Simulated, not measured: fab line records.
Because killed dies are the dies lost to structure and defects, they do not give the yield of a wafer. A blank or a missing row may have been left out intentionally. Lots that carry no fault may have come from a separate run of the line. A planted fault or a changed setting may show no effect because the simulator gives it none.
A lot that was struck, set against a sound lot    flow nandHarc    42 out of 1159 route steps
Sound: wafers L369.3, L369.5, L369.6. Struck: wafers L372.2, L372.4, L372.6. The cause is given at the end.
Per side, at each step with rows, come the tool, then ch with its chambers, and then its first start. Under that, the readings that differ: sound wafers    struck wafers    difference of the means    sigmas: that difference in standard deviations of wafers without a fault.
alike: words and numbers the same on both sides, and readings whose means are apart by under 2 such deviations; not compared: readings that were withheld, readings missing a value for some wafer, numbers with overlapping values and no deviation given by the record, and bounds like >300 which may hide the same value.
A row with sigmas, a row that says differs or no value, or rows on one side alone: a step with any of these is where the two part. Numbers that have no deviation but don't overlap get no sigmas and don't part them. A reading missing from all wafers of one side parts the sides only when that side holds two or more wafers.

NHARC_A_CONTACT_ETCH_117: etches the open film in C4F8/O2/Ar, time 94 s, target depth 922 nm.
  sound on harCapEtch-03 ch 0,1, day 18 16:53; struck on harCapEtch-02 ch 0,1, day 19 06:50
  not compared: rfHoursCounterH
then, 6 steps without rows for these wafers: NHARC_A_CONTACT_ETCH_118 (etches the open film in C4F8/O2/Ar, time 94 s, target depth 922 nm); NHARC_A_CONTACT_ETCH_119 (etches the open film in C4F8/O2/Ar, time 94 s, target depth 922 nm); NHARC_A_CONTACT_ETCH_120 (etches the open film in C4F8/O2/Ar, time 94 s, target depth 922 nm); NHARC_A_CONTACT_ETCH_121 (etches the open film in C4F8/O2/Ar, time 94 s, target depth 922 nm); NHARC_A_CONTACT_ETCH_122 (etches the open film in C4F8/O2/Ar, time 95 s, target depth 930 nm); NHARC_A_CONTACT_ETCH_123 (etches the open film in C4F8/O2/Ar, time 253 s, target depth 1090 nm).
NHARC_A_CONTACT_ETCH_90: etches the open film in CH3F/O2, target depth 40 nm, time 85.7 s.
  sound on rieDiel-07 ch 2,3, day 18 17:59; struck on rieDiel-04 ch 0,1,2, day 19 07:59
reading              sound           struck          difference  sigmas
oesProductAu (a.u.)  1.01 1.00 1.02  0.93 0.92 0.91  -0.09       -2
  alike: ch3fFlowSccm, drypumpMotorCurrentA, mfcArSccm, rfFwdPowerW, rfVppV, showerheadPlenumPTorr, throttleValvePct
  not compared: rfHoursCounterH
NHARC_A_CONTACT_ETCH_96: etches the open film in C4F6/O2, target depth 20 nm, time 10 s.
  sound on rieDiel-07 ch 0,1,2; struck on rieDiel-04 ch 0,1,3
reading              sound              struck             difference  sigmas
oesProductAu (a.u.)  1.006 1.010 1.017  0.933 0.948 0.943  -0.070      -3
  alike: drypumpMotorCurrentA, mfcArSccm, rfFwdPowerW, rfVppV, showerheadPlenumPTorr, throttleValvePct
  not compared: rfHoursCounterH
NHARC_A_CONTACT_CD_MEAS_53:
  sound on cdSem-01, day 18 18:12; struck on cdSem-02, day 19 08:11
  alike: cdNm
then, 2 steps without rows for these wafers: NHARC_A_CONTACT_STRIP_99 (strips in N2/H2); NHARC_A_CONTACT_STRIP_100 (strips in CF4/CHF3).
NHARC_A_CONTACT_STRIP_101: strips in O2/COS.
  sound on rieDiel-02 ch 2,3, day 18 18:29; struck on rieDiel-04 ch 0,1,3, day 19 08:25
then, 4 steps without rows for these wafers: NHARC_A_CONTACT_ETCH_102 (etches the open film in CF4/O2, target depth 70 nm, overetch 7 nm, time 38.5 s); NHARC_A_CONTACT_STRIP_55 (strips in O2); NHARC_A_CONTACT_STRIP_56 (strips in post etch residue remover, time 600 s); NHARC_A_CONTACT_DEP_57 (deposits aC, target thk 2800 nm).
NHARC_A_CONTACT_DEP_58: deposits SiON, target thk 60 nm.
  sound on pecvd-01 ch 0,2, day 19 01:49; struck on pecvd-02 ch 0,2, day 19 12:12
  alike: heaterPowerW, rfFwdPowerW
then, 10 steps without rows for these wafers: NHARC_A_CONTACT_DEHYDRATE_59 (time 120 s); NHARC_A_CONTACT_HMDS_60 (time 30 s); NHARC_A_CONTACT_COAT_61 (time 75 s); NHARC_A_CONTACT_COAT_62 (time 65 s); NHARC_A_CONTACT_COAT_63 (resist thk 90 nm); NHARC_A_CONTACT_SOFTBAKE_64 (time 55 s); NHARC_A_CONTACT_EBR_65; NHARC_A_CONTACT_EXPOSE_66 (exposes mask A CC 2); NHARC_A_CONTACT_PEB_67 (peb time 65 s); NHARC_A_CONTACT_DEVELOP_68 (develop time 35 s).
NHARC_A_CONTACT_CD_MEAS_69: target cd 200 nm.
  sound on cdSem-03 ch 0, day 19 02:31; struck on cdSem-03 ch 0, day 19 12:50
  alike: cdNm
NHARC_A_CONTACT_OVL_MEAS_70:
  sound on overlay-02, day 19 02:36; struck on overlay-02, day 19 12:55
  alike: overlayXNm, overlayYNm
then, 7 steps without rows for these wafers: NHARC_A_CONTACT_DESCUM_74 (chemistry O2, time 3 s); NHARC_A_CONTACT_ETCH_75 (etches the open film in CF4, target depth 39 nm, time 65 s); NHARC_A_CONTACT_ETCH_76 (etches the open film in N2/H2, target depth 260 nm, time 475.3 s); NHARC_A_CONTACT_ETCH_77 (etches the open film in CF4/CHF3, target depth 72.6 nm, time 36.3 s); NHARC_A_CONTACT_ETCH_78 (etches the open film in O2/COS, target depth 2800 nm, time 728 s); NHARC_A_CONTACT_ETCH_124 (etches the open film in C4F8/O2/Ar, time 140 s, target depth 700 nm); NHARC_A_CONTACT_ETCH_125 (etches the open film in C4F8/O2/Ar, time 155 s, target depth 956 nm).
NHARC_A_CONTACT_ETCH_126: etches the open film in C4F8/O2/Ar, time 155 s, target depth 956 nm.
  sound on harCapEtch-01 ch 0,1, day 19 04:16; struck on harCapEtch-02 ch 0,1, day 19 14:35
  not compared: rfHoursCounterH
then, 3 steps without rows for these wafers: NHARC_A_CONTACT_ETCH_127 (etches the open film in C4F8/O2/Ar, time 155 s, target depth 956 nm); NHARC_A_CONTACT_ETCH_128 (etches the open film in C4F8/O2/Ar, time 155 s, target depth 956 nm); NHARC_A_CONTACT_ETCH_129 (etches the open film in C4F8/O2/Ar, time 155 s, target depth 956 nm).
-- jump in the record: it breaks off in module A_CONTACT and resumes in module END (first step shown: number 1159 of the route), and 3 days separate the struck wafers' starts before and after --
NHARC_END_SORT_01:
  the record has rows for the struck wafers here (prober-02 ch 0, day 22 10:40) and none for the sound ones

WHERE THEY PART
First at NHARC_A_CONTACT_ETCH_90; last, within this record, at NHARC_END_SORT_01.

WHY: what the simulator had put in
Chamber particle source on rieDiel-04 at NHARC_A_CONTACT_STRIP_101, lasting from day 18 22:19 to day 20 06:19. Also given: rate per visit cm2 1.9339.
